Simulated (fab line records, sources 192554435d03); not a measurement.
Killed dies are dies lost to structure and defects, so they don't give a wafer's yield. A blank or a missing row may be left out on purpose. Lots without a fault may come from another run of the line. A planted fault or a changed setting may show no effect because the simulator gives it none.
Problem report in the 8D (eight disciplines) form, filled by code | flow n5_finfet | the parts of the form that need people (team, actions taken, sign-off) are left out

1. THE PROBLEM
killed_at_M4_up at N5_PASSIVATION_PROBE_49 reads a mean of 102 on 1 wafer of 1 lot; wafers without a fault read 12 with a standard deviation of 4.9. That is +18 standard deviations from the usual mean.
First seen on wafer L416.1, day 15 20:37, on prober-02. The record holds 13 wafers of 5 lots with a number at this step. Rule for "out", or "out of limits": more than 4 standard deviations from the usual mean. The other wafers with a number count as sound.

2. WHAT IT IS AND WHAT IT IS NOT
question                    | is                | is not
which readings at this step | killed_at_M4_up   | killed_at_M0_to_M3, killed_at_contacts, killed_at_front_end, killed_at_other, killed_open, killed_short, sort_bin_6_memory
which lots                  | L416              | L413, L421, L423, L424
which wafers of those lots  | L416.1            | L416.2, L416.3
read on which tools         | prober-02         | prober-01
when                        | from day 15 20:37 | up to then (3 sound wafers); but 9 sound wafers of L416, L421, L423, L424 came after

3. SUSPECTS, AND WHAT RULES EACH OUT
Counting: a tool at a process step up to the reading stays a suspect if it ran every lot that is out. Sound lots after the first of them don't rule it out here, since some wafers of a struck lot are sound.
- rie_diel-05 at N5_BEOL_M13_ETCH_67 (etches SiARC in CF4, target depth 143 nm, time 238.3 s): kept. It ran the lot that is out, L416 (day 14 12:52); its last sound lot up to then is L413 (day 13 08:37).
- rie_diel-05 at N5_PASSIVATION_DESCUM_12 (chemistry O2, time 7.9 s): kept. It ran the lot that is out, L416 (day 15 13:50).
- prober-02 at N5_PASSIVATION_PROBE_49: kept. It ran the lot that is out, L416 (day 15 20:37); its last sound lot up to then is L413 (day 14 17:08). Its own readings are out on those wafers: killed_at_M4_up.
- Within rie_diel-05 at N5_BEOL_M13_ETCH_67: the wafers that are out ran in chamber 2; their sound lot-mates ran in chambers 0, 1.
- Within rie_diel-05 at N5_PASSIVATION_DESCUM_12: the wafers that are out ran in chamber 0; their sound lot-mates ran in chambers 2, 3.
Left after counting: rie_diel-05 at N5_BEOL_M13_ETCH_67, rie_diel-05 at N5_PASSIVATION_DESCUM_12, prober-02 at N5_PASSIVATION_PROBE_49.

4. THE CAUSE (what the simulator had put in)
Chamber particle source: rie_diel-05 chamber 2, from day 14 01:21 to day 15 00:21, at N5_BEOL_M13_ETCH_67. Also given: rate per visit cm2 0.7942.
Counting left 3 suspects, and this tool is among them.

5. THE CHAIN OF EFFECTS, in route order
Each row: a reading whose mean over the struck wafers that have a number lies more than 3 standard deviations from the usual. Only readings for which the record gives a usual standard deviation are gone through. hours: the time from each lot's start at the first step in this table that gives one to its start at this step, as a median over the lots. sigmas: the change in usual standard deviations.
hours | step                    | reading              | usual  | on struck wafers | change | sigmas
0     | N5_PASSIVATION_PROBE_49 | defect_limited_yield | 91.4 % | 86.4             | -5.0   | -3.3
0     | N5_PASSIVATION_PROBE_49 | killed_at_M4_up      | 12     | 102              | +90    | +18
0     | N5_PASSIVATION_PROBE_49 | killed_dies          | 101    | 161              | +60    | +3.3
0     | N5_PASSIVATION_PROBE_49 | sort_bin_5_function  | 5.1 %  | 8.3              | +3.2   | +3.3
0     | N5_PASSIVATION_PROBE_49 | sort_n_pass          | 1079   | 1019             | -60    | -3.5
0     | N5_PASSIVATION_PROBE_49 | sort_yield_pct       | 91.4 % | 86.4             | -5.0   | -3.3
The process steps in it:
- N5_PASSIVATION_PROBE_49

6. WHAT WOULD HAVE CAUGHT IT SOONER
In this record the first reading out of limits was taken at day 15 20:37, 43 hours after the fault began at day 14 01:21.
Of the tool readings at N5_BEOL_M13_ETCH_67 for which the record gives a usual standard deviation, none was out on any struck wafer, so an alarm limit of 4 standard deviations on them would not have fired.
All the lots that are out (1) had begun N5_BEOL_M13_ETCH_67 on rie_diel-05 by day 15 20:37. A hold on the tool at that time would have spared none of them.
